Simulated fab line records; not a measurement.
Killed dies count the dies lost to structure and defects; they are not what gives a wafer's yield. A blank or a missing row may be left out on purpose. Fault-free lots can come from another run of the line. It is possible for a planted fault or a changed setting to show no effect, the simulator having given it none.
Matching of chambers + flow nand harc + 4 sister chambers for NHARC_A_BLC_ETCH_16 on rie diel-04
The step etches the open film in CF4, target depth 39 nm, time 65 s. 4 wafers are shown with their chamber, then 7 later ones without.

== WAFERS, EACH WITH ITS CHAMBER ==
| wafer  | chamber | drypump motor current A (A) |
|--------|---------|-----------------------------|
| L081.2 | 1       | 5.2                         |
| L081.6 | 2       | 5.3                         |
| L091.1 | 0       | 5.3                         |
| L091.5 | 3       | 6.5                         |

== WAFERS WITHOUT THEIR CHAMBER ==
| wafer  | drypump motor current A (A) |
|--------|-----------------------------|
| L091.6 | 5.4                         |
| L088.2 | 6.5                         |
| L088.4 | 5.3                         |
| L088.5 | 5.2                         |
| L092.1 | 6.5                         |
| L092.4 | 5.2                         |
| L092.6 | 5.3                         |

== EACH ONE'S CHAMBER ==
| wafer  | from the rows above     | in truth |
|--------|-------------------------|----------|
| L091.6 | can't be placed: 0 or 2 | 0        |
| L088.2 | 3                       | 3        |
| L088.4 | can't be placed: 0 or 2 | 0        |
| L088.5 | 1                       | 1        |
| L092.1 | 3                       | 3        |
| L092.4 | 1                       | 1        |
| L092.6 | can't be placed: 0 or 2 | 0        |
Correct placement for 4 of the 7. These rows do not allow placing 3 (true chamber among the candidates in 3). 0 placed wrongly.
How it was worked out, from the rows above alone: a wafer's distance from a chamber is the root of the sum, over the readings, of the square of ((its reading less the chamber's mean) divided by the reading's scatter). If the next closest chamber is less than 2 further off than the closest, the wafer can't be placed; otherwise it belongs to the closest. A chamber's mean is the mean of its shown wafers. The scatter: root of mean squared gap, hidden wafer to nearest shown wafer, with one shown wafer a chamber.
